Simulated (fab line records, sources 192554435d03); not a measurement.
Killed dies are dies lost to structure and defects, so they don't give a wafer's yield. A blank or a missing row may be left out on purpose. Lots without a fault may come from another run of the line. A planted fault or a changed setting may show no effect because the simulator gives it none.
fab line records | flow n5_finfet
record lots=11 wafers=33 last_day=17
route steps=1938 shown MIM_BOT@1832 MIM_TOP_LITHO@1850 MIM_TOP_ETCH@1851 MIM_BOT_LITHO@1862
lots that met no fault: from a run of the same line without faults
start_h: hours from the record's first day to the start of the lot's first wafer shown | wait_h: hours since the lot's step before | " the same as in the row above | L1.1+2: a row that stands for several wafers | - no value, or no start given | * or withheld: withheld | < > ~ a bound
route shown NAME@n: a module of which the file shows steps, and the number in the route of the first | usual: mean/standard deviation of fault-free wafers | same: alike in all rows | chamber/n: place in a boat | sites: the reading at each site | _std_site: their standard deviation | _edge_site: outer sites' mean less inner sites' | radius_mm: how far each site lies from the wafer's centre | mask NAME#n: copy n | behind: the tool/chamber that last shaped the wafer | hold: why the lot was held/for how many hours/how that ended | device: the transistor (n, p or np) that didn't switch | end of line: the same wafers' tests at the end of the route | a step without rows: its recipe alone | killed: dies lost to structure and defects at the first sort, not the wafer's yield | map: a wafer's dies, x killed, . not, _ none there
set.NAME: the setting as run; set.NAME@STEP: as run at that earlier step | model.NAME: the simulator's own value behind a step, which no gauge read
steps of the route over a sample of lots; a table a step, a row a wafer
services: from which hour (start_h, from the record's first day; less than 0 if before it) a tool's chamber was out of use, for how many hours, and why
## steps
# step N5_MIM_BOT_DEGAS_01
# recipe ambient=vacuum temp_c=300 time_s=60
# usual heater_power_w=450/53
# columns lot.wafer tool chamber start_h wait_h heater_power_w
L314.1 pvd_sputter-02 - 264.82 1.9 520
L314.2 " - " " 381
L314.5 " - " " 495
L312.2 pvd_sputter-01 - 267.58 1.2 460
L312.3 " - " " 474
L312.5 " - " " 450
L313.2 pvd_sputter-01 - 271.16 1.0 481
L313.3 " - " " 455
L313.4 " - " " 443
L315.1 pvd_sputter-03 - 284.94 0.5 545
L315.2 " - " " 392
L315.3 " - " " 357
L316.2 pvd_sputter-03 - 285.14 0.1 479
L316.3 " - " " 546
L316.6 " - " " 378
L317.1 pvd_sputter-03 - 296.37 1.0 475
L317.4 " - " " 399
L317.5 " - " " 368
L321.1 pvd_sputter-01 - 312.94 0.0 453
L321.2 " - " " 455
L321.6 " - " " 442
L332.1 pvd_sputter-01 - 379.85 3.7 479
L332.2 " - " " 444
L332.4 " - " " 437
L330.1 pvd_sputter-03 - 383.16 0.4 474
L330.2 " - " " 380
L330.5 " - " " 376
L331.1 pvd_sputter-03 - 386.30 2.7 477
L331.2 " - " " 373
L331.5 " - " " 470
L335.1 pvd_sputter-02 - 399.67 1.5 382
L335.4 " - " " 516
L335.6 " - " " 401
# step N5_MIM_TOP_LITHO_DESCUM_10
# recipe chemistry=O2 time_s=7.9 source_power_w=50 bias_power_w=20 pressure_mtorr=20 rf_frequency_hz=2.712e+07 temp_c=40 o2_flow_sccm=225
# usual drypump_motor_current_A=5.7/0.32 oes_product_au=0.82/0.11 rf_vpp_V=243.2/1.5 showerhead_plenum_p_Torr=2.09/0.079 temp_c=40.00/0.12 throttle_valve_pct=20.38/0.27
# columns lot.wafer tool chamber start_h wait_h drypump_motor_current_A oes_product_au rf_hours_counter_h rf_vpp_V showerhead_plenum_p_Torr temp_c throttle_valve_pct
L314.1 rie_diel-03 1 266.73 0.0 5.3 0.68 223 243.6 2.15 40.14 20.45
L314.2 " 0 " " 5.5 0.74 181 240.4 1.98 39.88 20.39
L314.5 " 0 " " 5.5 0.74 - 242.8 1.98 40.11 20.41
L312.2 rie_diel-02 0 269.16 0.0 5.6 0.68 247 243.3 2.07 40.07 20.46
L312.3 " 2 " " 5.4 1.03 1 242.2 2.04 40.06 19.87
L312.5 " 1 " " 5.9 0.71 - 243.3 2.15 40.18 20.70
L313.2 rie_diel-06 0 272.79 0.0 5.8 0.71 210 243.8 2.16 39.99 20.57
L313.3 " 1 " " 5.4 0.70 238 242.9 2.07 39.94 20.87
L313.4 " 3 " " 5.2 0.72 199 241.0 1.99 40.01 20.25
L315.1 rie_diel-03 3 286.23 0.0 5.9 0.81 90 245.4 2.23 39.97 20.52
L315.2 " 1 " " 5.3 0.66 232 243.5 2.15 39.89 20.48
L315.3 " 0 " " 5.6 0.74 190 241.8 1.98 39.62 20.42
L316.2 rie_diel-02 1 287.99 0.3 5.9 0.70 250 243.8 2.15 39.91 20.69
L316.3 " 3 " " 5.6 0.71 250 242.8 2.06 39.85 20.96
L316.6 " 1 " " 5.9 0.70 - 244.4 2.15 39.93 20.71
L317.1 rie_diel-06 2 297.80 0.0 6.2 0.89 33 244.1 2.21 40.12 20.17
L317.4 " 3 " " 5.2 0.72 210 241.2 1.99 39.90 20.25
L317.5 " 1 " " 5.4 0.70 - 243.0 2.07 39.81 20.90
L321.1 rie_diel-06 2 315.63 0.0 6.2 0.88 41 246.2 2.21 40.13 20.18
L321.2 " 0 " " 5.8 0.69 229 245.3 2.15 40.11 20.62
L321.6 " 2 " " 6.3 0.87 - 244.6 2.21 40.07 20.19
L332.1 rie_diel-06 2 381.35 0.1 6.3 0.85 66 246.4 2.20 40.16 20.21
L332.2 " 1 " " 5.4 0.93 23 243.5 2.06 39.88 20.48
L332.4 " 3 " " 5.2 0.70 - 239.5 1.97 39.99 20.30
L330.1 rie_diel-06 2 387.49 0.5 6.3 0.84 68 245.4 2.20 39.92 20.23
L330.2 " 3 " " 5.2 0.69 247 241.0 1.97 39.96 20.31
L330.5 " 2 " " 6.3 0.83 - 244.7 2.20 39.82 20.23
L331.1 rie_diel-02 0 388.02 0.0 5.6 0.88 32 242.2 2.06 40.11 20.26
L331.2 " 1 " " 5.9 0.92 22 244.9 2.13 40.21 20.33
L331.5 " 0 " " 5.6 0.87 - 241.5 2.06 40.05 20.26
L335.1 rie_diel-06 2 403.24 0.1 6.3 0.83 77 247.3 2.20 39.94 20.24
L335.4 " 0 " " 5.8 0.96 - 244.0 2.14 40.11 20.16
L335.6 " 2 " " 6.2 0.83 - 244.4 2.20 39.84 20.24
# step N5_MIM_TOP_ETCH_ETCH_00
# recipe chemistry=Cl2/BCl3 target=TiN target_depth_a=385 ion_energy_ev=150 pressure_mtorr=10 icp_w=1000 bias_w=126 Cl2_flow_sccm=53.25 bcl3_flow_sccm=21.75 Ar_flow_sccm=25
# usual bcl3_flow_sccm=21.74/0.062 drypump_motor_current_A=5.9/0.42 oes_product_au=0.86/0.091 throttle_valve_pct=22.6/0.31
# columns lot.wafer tool chamber start_h wait_h bcl3_flow_sccm drypump_motor_current_A oes_product_au rf_hours_counter_h throttle_valve_pct
L314.1 rie_metal-03 1 266.81 0.1 21.75 5.6 0.65 111 22.7
L314.2 " 0 " " 21.93 5.6 0.65 109 22.7
L314.5 " 0 " " 21.67 5.6 0.65 - 22.6
L312.2 rie_metal-01 1 269.25 0.1 21.78 5.6 0.89 12 23.0
L312.3 " 1 " " 21.83 5.6 0.90 - 23.0
L312.5 " 0 " " 21.83 6.6 0.95 - 22.5
L313.2 rie_metal-01 0 272.87 0.1 21.69 6.6 0.95 4 22.5
L313.3 " 0 " " 21.77 6.6 0.96 - 22.5
L313.4 " 1 " " 21.72 5.5 0.90 - 23.0
L315.1 rie_metal-02 1 286.32 0.1 21.82 5.5 0.93 5 22.6
L315.2 " 0 " " 21.66 5.9 0.86 19 22.0
L315.3 " 1 " " 21.75 5.5 0.92 - 22.6
L316.2 rie_metal-01 0 288.07 0.1 21.73 6.6 0.94 5 22.5
L316.3 " 0 " " 21.75 6.5 0.95 - 22.5
L316.6 " 1 " " 21.77 5.5 0.90 - 23.0
L317.1 rie_metal-01 0 297.88 0.1 21.83 6.6 0.94 6 22.5
L317.4 " 1 " " 21.79 5.5 0.89 - 23.0
L317.5 " 0 " " 21.77 6.5 0.93 - 22.5
L321.1 rie_metal-01 0 315.72 0.1 21.77 6.6 0.92 7 22.5
L321.2 " 1 " " 21.74 5.6 1.10 16 23.0
L321.6 " 0 " " 21.76 6.6 1.15 - 22.4
L332.1 rie_metal-02 0 381.44 0.1 21.83 5.9 0.84 28 22.1
L332.2 " 1 " " 21.73 5.5 0.87 14 22.6
L332.4 " 0 " " 21.71 5.9 0.83 - 22.1
L330.1 rie_metal-02 0 387.58 0.1 21.80 5.9 0.82 29 22.1
L330.2 " 1 " " 21.72 5.5 0.87 15 22.6
L330.5 " 0 " " 21.69 5.9 0.83 - 22.1
L331.1 rie_metal-03 1 388.12 0.1 21.70 5.6 0.92 7 22.7
L331.2 " 0 " " 21.71 5.6 0.98 1 22.4
L331.5 " 1 " " 21.86 5.6 0.93 - 22.7
L335.1 rie_metal-01 0 403.32 0.1 21.70 6.5 0.88 15 22.5
L335.4 " 1 " " 21.72 5.6 0.86 - 23.1
L335.6 " 0 " " 21.70 6.5 0.88 - 22.5
# step N5_MIM_BOT_LITHO_CD_MEAS_08
# recipe target_cd_nm=3000 landing_energy_ev=500 detector=se_inlens polarity=opening
# usual cd_nm=2998.8/1.8
# columns lot.wafer tool chamber start_h wait_h cd_nm
L314.1 cd_sem-02 0 267.50 - 3000.1
L314.2 " 0 " " 3001.6
L314.5 " 0 " " 2998.0
L312.2 cd_sem-02 0 273.56 - 2997.9
L312.3 " 0 " " 2998.8
L312.5 " 0 " " 2999.2
L313.2 cd_sem-03 0 273.60 - 3001.2
L313.3 " 0 " " 2997.7
L313.4 " 0 " " 2998.2
L315.1 cd_sem-01 0 286.88 - 2999.1
L315.2 " 0 " " 2998.5
L315.3 " 0 " " 2997.8
L316.2 cd_sem-01 0 288.78 - 2997.8
L316.3 " 0 " " 2999.1
L316.6 " 0 " " 2997.8
L317.1 cd_sem-01 0 298.61 - 2996.8
L317.4 " 0 " " 2996.9
L317.5 " 0 " " 2995.0
L321.1 cd_sem-01 0 316.40 - 2996.4
L321.2 " 0 " " 2998.8
L321.6 " 0 " " 2999.1
L332.1 cd_sem-03 0 382.24 - 2998.6
L332.2 " 0 " " 3001.0
L332.4 " 0 " " 2998.4
L330.1 cd_sem-01 0 388.14 - 3000.3
L330.2 " 0 " " 2998.9
L330.5 " 0 " " 2996.4
L331.1 cd_sem-03 0 388.68 - 2999.4
L331.2 " 0 " " 2997.9
L331.5 " 0 " " 3001.7
L335.1 cd_sem-03 0 404.01 - 2998.4
L335.4 " 0 " " 2999.7
L335.6 " 0 " " 3000.1
## services
# columns tool chamber start_h hours kind
rie_diel-02 2 241.87 - clean
rie_diel-02 2 241.87 - consumable_replace:focus_ring
rie_diel-02 2 241.87 24.2 scheduled_down
rie_diel-02 2 241.87 24.2 vent_cycle
rie_metal-02 - 243.73 5.6 repair
rie_diel-06 2 279.68 6.7 repair
rie_diel-02 0 290.62 - clean
rie_diel-02 0 290.62 - consumable_replace:focus_ring
rie_diel-02 0 290.62 26.0 scheduled_down
rie_diel-06 1 303.13 - clean
rie_diel-06 1 303.13 - consumable_replace:focus_ring
rie_diel-06 1 303.13 17.1 scheduled_down
rie_diel-06 1 303.13 17.1 vent_cycle
rie_metal-01 1 308.47 4.1 repair
rie_metal-03 0 345.90 13.0 repair
rie_diel-03 - 355.55 2.2 repair
rie_diel-06 0 368.38 - clean
rie_diel-06 0 368.38 - consumable_replace:focus_ring
rie_diel-06 0 368.38 24.9 scheduled_down
rie_diel-06 0 368.38 24.9 vent_cycle
rie_diel-06 3 393.29 - clean
rie_diel-06 3 393.29 - consumable_replace:focus_ring
rie_diel-06 3 393.29 - consumable_replace:showerhead
rie_diel-03 0 395.92 5.6 repair
## key
first_sign step=N5_MIM_TOP_ETCH_ETCH_00 reading=oes_product_au direction=up sigmas=2.9 usual=0.86 struck=1.12
effect none on later readings
met_at N5_MIM_TOP_ETCH_ETCH_00
struck_lots L321
struck_wafers L321.2,L321.6
not_acting_at N5_MIM_BOT_DEGAS_01,N5_MIM_TOP_LITHO_DESCUM_10,N5_MIM_BOT_LITHO_CD_MEAS_08
onset_between 297.88 315.72
fault kind=process_parameter_drift tool=rie_metal-01 chamber=- onset_h=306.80 steps=N5_MIM_TOP_ETCH_ETCH_00 channel=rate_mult offset=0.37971 shape=step end_h=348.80 scope=struck_wafers_only
